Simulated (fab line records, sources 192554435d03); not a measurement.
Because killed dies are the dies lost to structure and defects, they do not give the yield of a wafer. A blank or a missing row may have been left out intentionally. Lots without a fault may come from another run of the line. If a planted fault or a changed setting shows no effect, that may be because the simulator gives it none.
fab line records	flow n5_finfet	part 1 of 2: steps 1 to 4 of 6
record lots=23	wafers=69	last_day=17
route steps=1938 shown BEOL_M1@832 BEOL_M2@863
lots that met no fault: from a run of the same line without faults
start_h: hours from the record's first day to the start of the lot's first wafer shown	wait_h: hours from the lot's prior step to this one	" identical to the entry in the row above	L1.1+2: a row that stands for several wafers	- no value, or no start was given	* or withheld: withheld	< > ~ a bound
route shown NAME@n: names a module that has steps shown in the file, with the first one's number in the route	usual: mean and standard deviation over wafers with no fault	same: alike in all rows	chamber/n: place in a boat	sites: readings site by site	_std_site: the standard deviation of these	_edge_site: inner sites' mean taken away from outer sites' mean	radius_mm: how far each site lies from the wafer's centre	mask NAME#n: copy n	behind: tool/chamber where the wafer was last shaped	hold: the reason the lot was held/the length of the hold in hours/how it ended	device: names the non-switching transistor (n, p or np)	end of line: tests of these same wafers at the route's end	a step without rows: its recipe alone	killed: the dies lost at the first sort to structure and to defects; this is not the yield of the wafer	map: shows each die of a wafer: x if killed, . if not, _ if none is there
set.NAME: the setting that was run; set.NAME@STEP: the one run at that earlier step	model.NAME: the simulator's own value behind a step, which no gauge read
a sample of lots followed through the steps of the route, with each step as a table and each wafer as a row
services: the hour from which a tool's chamber was out of use, counted from the record's first day as start_h (under 0 if before that day), plus the number of hours and why
## steps
# step N5_BEOL_M1_ANNEAL_51
# recipe temp_c=225	time_s=90	ambient=N2
# usual wafer_temp_C_max=226.1/0.45
lot.wafer	tool	chamber	start_h	wait_h	wafer_temp_C_max
L074.3	rtp_anneal-01	0	135.32	0.1	226.2
L074.5	"	0	"	"	226.0
L074.6	"	0	"	"	225.9
L075.3	rtp_anneal-01	0	135.98	0.5	226.6
L075.4	"	0	"	"	227.0
L075.6	"	0	"	"	226.3
L076.3	rtp_anneal-01	0	147.58	0.4	225.8
L076.4	"	0	"	"	226.1
L076.6	"	0	"	"	226.3
L077.2	rtp_anneal-02	0	150.07	0.1	225.7
L077.5	"	0	"	"	225.6
L077.6	"	0	"	"	225.7
L078.1	rtp_anneal-02	0	159.14	0.1	225.7
L078.3	"	0	"	"	225.8
L078.6	"	0	"	"	225.8
L079.1	rtp_anneal-01	0	166.48	0.1	226.3
L079.3	"	0	"	"	226.4
L079.5	"	0	"	"	226.2
L080.1	rtp_anneal-01	0	167.67	0.1	226.3
L080.2	"	0	"	"	226.5
L080.4	"	0	"	"	226.6
L081.2	rtp_anneal-01	0	170.66	0.1	226.3
L081.5	"	0	"	"	226.3
L081.6	"	0	"	"	226.4
L082.1	rtp_anneal-02	0	182.42	0.1	225.6
L082.2	"	0	"	"	225.2
L082.3	"	0	"	"	225.3
L083.3	rtp_anneal-02	0	185.19	0.1	225.6
L083.4	"	0	"	"	225.8
L083.5	"	0	"	"	225.4
L084.3	rtp_anneal-02	0	187.85	0.1	225.9
L084.4	"	0	"	"	225.8
L084.6	"	0	"	"	225.8
L086.2	rtp_anneal-02	0	201.31	0.1	225.6
L086.3	"	0	"	"	225.8
L086.5	"	0	"	"	225.7
L085.2	rtp_anneal-01	0	205.08	0.1	226.6
L085.4	"	0	"	"	226.6
L085.5	"	0	"	"	226.6
L087.3	rtp_anneal-02	0	212.88	0.1	225.5
L087.4	"	0	"	"	225.8
L087.5	"	0	"	"	225.6
L088.1	rtp_anneal-01	0	215.87	0.1	227.1
L088.3	"	0	"	"	226.1
L088.5	"	0	"	"	226.4
L089.1	rtp_anneal-02	0	221.15	0.2	225.8
L089.5	"	0	"	"	225.4
L089.6	"	0	"	"	225.9
L091.1	rtp_anneal-02	0	235.51	0.1	225.7
L091.2	"	0	"	"	225.7
L091.6	"	0	"	"	225.9
L092.1	rtp_anneal-01	0	239.56	0.1	226.2
L092.3	"	0	"	"	226.2
L092.4	"	0	"	"	226.9
L093.2	rtp_anneal-02	0	248.71	0.1	225.4
L093.4	"	0	"	"	225.7
L093.5	"	0	"	"	225.9
L094.1	rtp_anneal-01	0	249.89	0.1	226.6
L094.2	"	0	"	"	226.2
L094.3	"	0	"	"	226.0
L095.2	rtp_anneal-01	0	253.15	0.1	226.3
L095.3	"	0	"	"	226.2
L095.5	"	0	"	"	225.9
L096.2	rtp_anneal-01	0	263.33	0.1	226.2
L096.4	"	0	"	"	226.4
L096.5	"	0	"	"	226.1
L097.1	rtp_anneal-01	0	263.86	0.4	226.4
L097.3	"	0	"	"	226.9
L097.5	"	0	"	"	227.0
# step N5_BEOL_M1_CMP_52
# recipe stop_on=SiOC	t_overpolish_s=6.8	down_force_psi=1	platen_rpm=50	clearing_platen_down_force_psi=1.5	clearing_platen_rpm=50	post_cmp_clean=cu_alkaline	target_thk_nm=40	clearing_platen_pad_velocity_m_s=0.99484	pad_velocity_m_s=0.99484
# usual barrier_field_endpoint_s=24.6/0.56	edge_zone_pressure_frac=1.000/0.0046	motor_current_A=6.2/0.67	overpolish_run_s=6.800/0.0092	retaining_ring_pressure_frac=0.999/0.005	time_to_endpoint_s=61.9/2.6
lot.wafer	tool	chamber	start_h	wait_h	barrier_field_endpoint_s	edge_zone_pressure_frac	motor_current_A	overpolish_run_s	retaining_ring_pressure_frac	time_to_endpoint_s
L074.3	cmp-02	3	135.61	0.2	24.1	1.009	5.3	6.796	1.000	58.8
L074.6	"	1	"	"	24.8	0.996	6.3	6.799	0.995	63.2
L074.5	"	2	"	"	24.7	0.996	6.3	6.785	1.001	65.8
L075.4	cmp-03	0	136.19	0.1	25.2	1.002	6.2	6.795	0.992	61.2
L075.3	"	2	"	"	24.7	1.003	5.1	6.792	0.998	61.2
L075.6	"	1	"	"	24.0	0.997	7.3	6.802	0.996	60.2
L076.4	cmp-04	1	147.78	0.1	25.3	1.005	5.5	6.793	1.001	61.9
L076.3	"	3	"	"	24.0	1.001	6.6	6.794	0.986	61.9
L076.6	"	1	"	"	24.8	1.008	5.5	6.795	1.005	60.8
L077.2	cmp-03	0	150.45	0.3	24.6	1.000	6.4	6.802	1.011	65.6
L077.6	"	1	"	"	25.3	0.998	7.2	6.804	1.000	65.3
L077.5	"	2	"	"	24.4	1.001	5.0	6.799	0.991	63.3
L078.1	cmp-04	1	159.51	0.3	24.2	1.005	5.6	6.794	1.001	61.2
L078.3	"	2	"	"	24.3	0.996	5.9	6.811	0.993	60.9
L078.6	"	0	"	"	24.4	1.005	6.9	6.796	0.994	60.7
L079.1	cmp-04	1	166.81	0.3	24.5	0.995	5.5	6.807	0.996	61.1
L079.3	"	2	"	"	24.3	1.011	5.7	6.806	1.004	63.6
L079.5	"	1	"	"	24.4	1.004	5.2	6.812	1.002	58.0
L080.1	cmp-04	0	167.98	0.3	24.5	1.007	7.1	6.804	0.995	61.3
L080.4	"	1	"	"	24.1	1.002	5.4	6.783	0.999	60.1
L080.2	"	2	"	"	24.2	0.998	5.9	6.794	1.000	63.9
L081.2	cmp-03	2	171.01	0.3	24.5	0.984	5.1	6.795	1.006	61.2
L081.5	"	0	"	"	24.6	1.003	6.3	6.814	1.000	61.4
L081.6	"	1	"	"	24.4	1.001	7.0	6.789	1.006	60.1
L082.3	cmp-03	2	182.72	0.2	24.0	1.004	4.9	6.805	0.997	62.6
L082.2	"	0	"	"	24.0	1.006	6.5	6.796	0.996	63.4
L082.1	"	1	"	"	23.4	0.999	7.0	6.813	1.004	61.1
L083.3	cmp-04	3	185.58	0.3	23.3	0.999	7.0	6.820	0.990	58.6
L083.4	"	0	"	"	24.6	0.994	7.0	6.796	1.009	63.2
L083.5	"	1	"	"	23.9	0.996	5.6	6.800	1.001	58.8
L084.4	cmp-04	3	188.06	0.1	24.0	1.007	6.7	6.808	0.999	56.7
L084.3	"	1	"	"	24.6	1.007	5.3	6.805	1.005	61.3
L084.6	"	0	"	"	24.1	0.995	7.4	6.804	1.002	60.5
L086.2	cmp-04	2	201.62	0.3	24.4	1.001	6.1	6.795	1.005	63.6
L086.3	"	0	"	"	25.0	1.005	7.3	6.793	1.001	64.5
L086.5	"	2	"	"	25.8	1.002	5.4	6.802	0.992	61.5
L085.2	cmp-03	3	205.67	0.5	25.3	0.996	6.2	6.799	1.010	66.4
L085.4	"	0	"	"	26.4	0.993	6.1	6.790	0.996	63.9
L085.5	"	2	"	"	25.9	1.005	5.2	6.798	1.000	64.1
L087.3	cmp-03	1	213.12	0.2	25.4	0.999	7.1	6.780	1.000	64.2
L087.4	"	3	"	"	25.1	0.999	6.2	6.799	1.000	66.9
L087.5	"	1	"	"	25.0	1.009	7.3	6.796	1.003	61.5
L088.3	cmp-02	0	216.17	0.2	24.1	1.000	6.0	6.817	1.000	57.9
L088.1	"	2	"	"	25.3	0.996	6.0	6.808	0.995	60.6
L088.5	"	1	"	"	25.1	1.002	6.3	6.800	0.997	61.8
L089.1	cmp-04	3	221.50	0.3	24.3	0.989	6.9	6.802	1.000	62.7
L089.5	"	2	"	"	24.4	1.003	5.8	6.807	1.007	61.2
L089.6	"	3	"	"	24.2	1.000	7.4	6.800	1.000	57.8
L091.2	cmp-02	3	235.81	0.2	23.7	0.996	5.4	6.814	0.998	62.1
L091.1	"	2	"	"	24.3	1.003	6.2	6.795	1.005	66.5
L091.6	"	3	"	"	24.5	0.992	5.5	6.779	1.004	61.8
L092.3	cmp-02	1	239.91	0.2	25.2	1.000	6.5	6.796	0.997	60.7
L092.1	"	2	"	"	25.1	0.997	6.3	6.788	0.999	66.2
L092.4	"	3	"	"	24.8	1.004	5.6	6.798	0.992	59.7
L093.4	cmp-03	2	249.00	0.2	24.9	0.997	5.2	6.790	1.010	58.9
L093.2	"	3	"	"	25.4	1.000	6.1	6.800	1.001	60.9
L093.5	"	1	"	"	24.3	0.997	7.5	6.806	0.999	59.0
L094.1	cmp-04	3	250.22	0.3	24.9	0.997	6.8	6.801	0.995	60.7
L094.2	"	0	"	"	24.7	1.001	7.2	6.787	1.004	66.7
L094.3	"	1	"	"	24.5	1.002	5.6	6.791	1.003	61.7
L095.2	cmp-04	1	253.40	0.2	24.7	0.999	5.6	6.800	0.989	61.3
L095.3	"	3	"	"	24.1	0.999	6.7	6.810	1.002	57.0
L095.5	"	1	"	"	24.8	0.997	5.5	6.781	0.997	61.3
L096.2	cmp-04	1	263.59	0.2	24.5	0.998	5.5	6.792	0.996	61.6
L096.4	"	2	"	"	24.8	0.999	5.7	6.794	0.992	66.1
L096.5	"	1	"	"	25.1	1.001	5.3	6.800	1.004	65.0
L097.1	cmp-03	2	264.17	0.3	23.9	1.004	5.2	6.811	1.001	62.8
L097.3	"	3	"	"	25.4	0.999	6.2	6.801	1.005	65.3
L097.5	"	3	"	"	25.5	0.994	6.1	6.798	1.005	65.5
# step N5_BEOL_M1_CO_CAP_55
# recipe material=Co	target_thk_a=20	temp_c=200	precursor=CCTBA/H2	pressure_torr=30	time_s=102.1
# usual chamber_pressure_Torr=30.00/0.062	heater_power_w=237/21
lot.wafer	tool	chamber	start_h	wait_h	chamber_pressure_Torr	heater_power_w
L074.3	cvd_co-01	0	136.04	0.0	29.92	215
L074.5	"	0	"	"	30.03	213
L074.6	"	2	"	"	29.96	237
L075.3	cvd_co-02	2	136.62	0.1	30.04	210
L075.4	"	0	"	"	30.02	251
L075.6	"	0	"	"	29.98	258
L076.3	cvd_co-02	2	148.16	0.0	29.94	203
L076.4	"	2	"	"	29.94	205
L076.6	"	1	"	"	30.01	246
L077.2	cvd_co-01	1	150.71	0.0	29.93	258
L077.5	"	1	"	"	29.89	268
L077.6	"	2	"	"	30.04	240
L078.1	cvd_co-02	2	159.80	0.0	30.12	209
L078.3	"	0	"	"	29.87	253
L078.6	"	1	"	"	30.04	239
L079.1	cvd_co-02	0	167.14	0.0	30.08	255
L079.3	"	1	"	"	30.03	251
L079.5	"	0	"	"	29.97	254
L080.1	cvd_co-02	2	168.36	0.0	30.03	204
L080.2	"	0	"	"	30.01	257
L080.4	"	1	"	"	30.06	244
L081.2	cvd_co-02	2	171.31	0.0	30.01	207
L081.5	"	0	"	"	29.98	253
L081.6	"	1	"	"	29.94	244
L082.1	cvd_co-01	0	183.09	0.0	29.90	212
L082.2	"	1	"	"	30.05	264
L082.3	"	2	"	"	30.08	242
L083.3	cvd_co-02	2	185.88	0.0	29.95	214
L083.4	"	1	"	"	29.95	247
L083.5	"	2	"	"	29.87	210
L084.3	cvd_co-02	2	190.76	2.3	30.13	205
L084.4	"	0	"	"	30.03	256
L084.6	"	2	"	"	30.09	212
L086.2	cvd_co-01	2	201.95	0.0	29.97	243
L086.3	"	1	"	"	30.06	259
L086.5	"	1	"	"	29.91	265
L085.2	cvd_co-02	2	206.01	0.0	30.02	205
L085.4	"	2	"	"	30.02	207
L085.5	"	0	"	"	30.05	260
L087.3	cvd_co-02	2	213.46	0.0	30.08	204
L087.4	"	1	"	"	30.04	248
L087.5	"	2	"	"	30.13	207
L088.1	cvd_co-02	0	216.54	0.0	30.06	257
L088.3	"	1	"	"	30.04	247
L088.5	"	1	"	"	29.94	244
L089.1	cvd_co-02	0	221.83	0.0	30.01	264
L089.5	"	1	"	"	29.92	247
L089.6	"	2	"	"	30.08	208
L091.1	cvd_co-01	1	236.22	0.0	29.90	262
L091.2	"	0	"	"	29.86	222
L091.6	"	1	"	"	30.01	267
L092.1	cvd_co-02	1	240.24	0.0	30.03	247
L092.3	"	0	"	"	30.02	255
L092.4	"	2	"	"	29.96	213
L093.2	cvd_co-01	1	249.33	0.0	30.00	260
L093.4	"	1	"	"	29.97	264
L093.5	"	0	"	"	30.01	215
L094.1	cvd_co-01	1	250.56	0.0	30.05	270
L094.2	"	0	"	"	29.99	215
L094.3	"	2	"	"	30.08	244
L095.2	cvd_co-02	1	253.77	0.0	30.05	237
L095.3	"	0	"	"	29.98	252
L095.5	"	2	"	"	29.99	203
L096.2	cvd_co-02	0	263.96	0.0	30.06	255
L096.4	"	0	"	"	29.96	264
L096.5	"	1	"	"	29.92	240
L097.1	cvd_co-02	0	264.54	0.0	29.91	259
L097.3	"	2	"	"	29.98	208
L097.5	"	2	"	"	30.09	207
# step N5_BEOL_M1_RS_MEAS_58
# recipe thk_meas_gauge=four-point-probe	reads=Co_of_BEOL_M1_CO_CAP_55+Cu_of_BEOL_M1_ECD_50+Co_of_BEOL_M1_CVD_47+TaN_of_BEOL_M1_ALD_84
# usual M1_RS=0.68/0.031
lot.wafer	tool	chamber	start_h	wait_h	M1_RS[ohm/sq]
L074.3	film_metro-01	-	136.27	0.1	0.74
L074.5	"	-	"	"	0.65
L074.6	"	-	"	"	0.69
L075.3	film_metro-01	-	136.80	0.1	0.70
L075.4	"	-	"	"	0.63
L075.6	"	-	"	"	0.65
L076.3	film_metro-02	-	148.34	0.1	0.68
L076.4	"	-	"	"	0.65
L076.6	"	-	"	"	0.65
L077.2	film_metro-02	-	150.90	0.1	0.66
L077.5	"	-	"	"	0.62
L077.6	"	-	"	"	0.63
L078.1	film_metro-01	-	159.99	0.0	0.73
L078.3	"	-	"	"	0.73
L078.6	"	-	"	"	0.65
L079.1	film_metro-01	-	167.33	0.0	0.66
L079.3	"	-	"	"	0.67
L079.5	"	-	"	"	0.65
L080.1	film_metro-01	-	168.54	0.0	0.71
L080.2	"	-	"	"	0.72
L080.4	"	-	"	"	0.70
L081.2	film_metro-01	-	171.49	0.1	0.66
L081.5	"	-	"	"	0.63
L081.6	"	-	"	"	0.66
L082.1	film_metro-01	-	183.27	0.1	0.69
L082.2	"	-	"	"	0.70
L082.3	"	-	"	"	0.69
L083.3	film_metro-02	-	186.08	0.1	0.71
L083.4	"	-	"	"	0.63
L083.5	"	-	"	"	0.68
L084.3	film_metro-01	-	190.95	0.1	0.70
L084.4	"	-	"	"	0.69
L084.6	"	-	"	"	0.66
L086.2	film_metro-01	-	202.13	0.1	0.66
L086.3	"	-	"	"	0.65
L086.5	"	-	"	"	0.63
L085.2	film_metro-02	-	206.22	0.1	0.64
L085.4	"	-	"	"	0.66
L085.5	"	-	"	"	0.63
L087.3	film_metro-01	-	213.64	0.1	0.68
L087.4	"	-	"	"	0.67
L087.5	"	-	"	"	0.68
L088.1	film_metro-01	-	216.72	0.0	0.65
L088.3	"	-	"	"	0.72
L088.5	"	-	"	"	0.63
L089.1	film_metro-01	-	222.02	0.1	0.72
L089.5	"	-	"	"	0.68
L089.6	"	-	"	"	0.70
L091.1	film_metro-02	-	236.40	0.0	0.67
L091.2	"	-	"	"	0.70
L091.6	"	-	"	"	0.73
L092.1	film_metro-02	-	240.43	0.0	0.67
L092.3	"	-	"	"	0.71
L092.4	"	-	"	"	0.69
L093.2	film_metro-01	-	249.51	0.1	0.67
L093.4	"	-	"	"	0.68
L093.5	"	-	"	"	0.71
L094.1	film_metro-01	-	250.75	0.0	0.69
L094.2	"	-	"	"	0.69
L094.3	"	-	"	"	0.70
L095.2	film_metro-01	-	253.97	0.1	0.70
L095.3	"	-	"	"	0.67
L095.5	"	-	"	"	0.64
L096.2	film_metro-02	-	264.14	0.1	0.74
L096.4	"	-	"	"	0.63
L096.5	"	-	"	"	0.68
L097.1	film_metro-01	-	264.72	0.0	0.65
L097.3	"	-	"	"	0.65
L097.5	"	-	"	"	0.63
